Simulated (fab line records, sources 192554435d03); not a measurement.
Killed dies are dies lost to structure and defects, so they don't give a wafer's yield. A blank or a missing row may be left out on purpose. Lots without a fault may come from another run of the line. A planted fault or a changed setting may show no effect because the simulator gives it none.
Chamber matching | flow n5_finfet | N5_BEOL_M12_DESCUM_15 on rie_diel-02: 4 sister chambers
The step chemistry O2, time 7.9 s. 18 wafers are shown with their chamber, then 9 later ones without.

WAFERS WITH THEIR CHAMBER
wafer  | chamber | drypump_motor_current_A (A) | showerhead_plenum_p_Torr (Torr) | throttle_valve_pct (%)
L078.1 | 3       | 4.9                         | 2.12                            | 20.18
L078.2 | 1       | 5.7                         | 2.12                            | 19.91
L078.5 | 1       | 5.7                         | 2.12                            | 19.91
L082.1 | 2       | 5.6                         | 2.06                            | 20.23
L082.3 | 0       | 6.5                         | 2.02                            | 20.63
L082.4 | 1       | 5.7                         | 2.12                            | 19.95
L084.2 | 2       | 5.6                         | 2.05                            | 20.23
L084.4 | 0       | 6.5                         | 2.02                            | 20.63
L084.5 | 0       | 6.4                         | 2.02                            | 20.64
L085.1 | 0       | 6.5                         | 2.02                            | 20.66
L085.3 | 2       | 5.6                         | 2.05                            | 20.21
L085.6 | 3       | 4.9                         | 2.11                            | 20.21
L083.4 | 1       | 5.7                         | 2.12                            | 19.94
L083.5 | 3       | 4.9                         | 2.11                            | 20.21
L083.6 | 2       | 5.6                         | 2.05                            | 20.23
L086.2 | 3       | 4.9                         | 2.11                            | 20.20
L086.4 | 2       | 5.6                         | 2.05                            | 20.24
L086.6 | 3       | 4.9                         | 2.11                            | 20.22

SIGNATURES (means of the wafers above)
reading                  | chamber 0 | chamber 1 | chamber 2 | chamber 3 | scatter within a chamber
drypump_motor_current_A  | 6.475     | 5.700     | 5.600     | 4.900     | 0.0231
showerhead_plenum_p_Torr | 2.0200    | 2.1200    | 2.0520    | 2.1120    | 0.00338
throttle_valve_pct       | 20.6400   | 19.9275   | 20.2280   | 20.2040   | 0.0153
Rule: a wafer's distance from a chamber is the root of the sum, over the readings, of the square of ((its reading less the chamber's mean) divided by the reading's scatter). The wafer belongs to the nearest chamber; if the next one is less than 2 further off, it can't be placed. The scatter: the root of (the sum of the squares of (reading less its chamber's mean) over the shown wafers, divided by (wafers less chambers)).

WAFERS WITHOUT THEIR CHAMBER
wafer  | drypump_motor_current_A (A) | showerhead_plenum_p_Torr (Torr) | throttle_valve_pct (%)
L088.1 | 4.9                         | 2.11                            | 20.21
L088.5 | 5.6                         | 2.05                            | 20.23
L088.6 | 4.9                         | 2.11                            | 20.21
L096.2 | 4.9                         | 2.11                            | 20.24
L096.3 | 5.6                         | 2.05                            | 20.26
L096.6 | 4.9                         | 2.11                            | 20.24
L097.1 | 5.6                         | 2.05                            | 20.25
L097.3 | 6.5                         | 2.02                            | 20.65
L097.4 | 4.9                         | 2.11                            | 20.23

WHICH CHAMBER EACH WENT THROUGH
wafer  | from the rows above | in truth
L088.1 | 3                   | 3
L088.5 | 2                   | 2
L088.6 | 3                   | 3
L096.2 | 3                   | 3
L096.3 | 2                   | 2
L096.6 | 3                   | 3
L097.1 | 2                   | 2
L097.3 | 0                   | 0
L097.4 | 3                   | 3
Placed correctly: 9 of 9. Can't be placed from these rows: 0. Placed wrongly: 0.
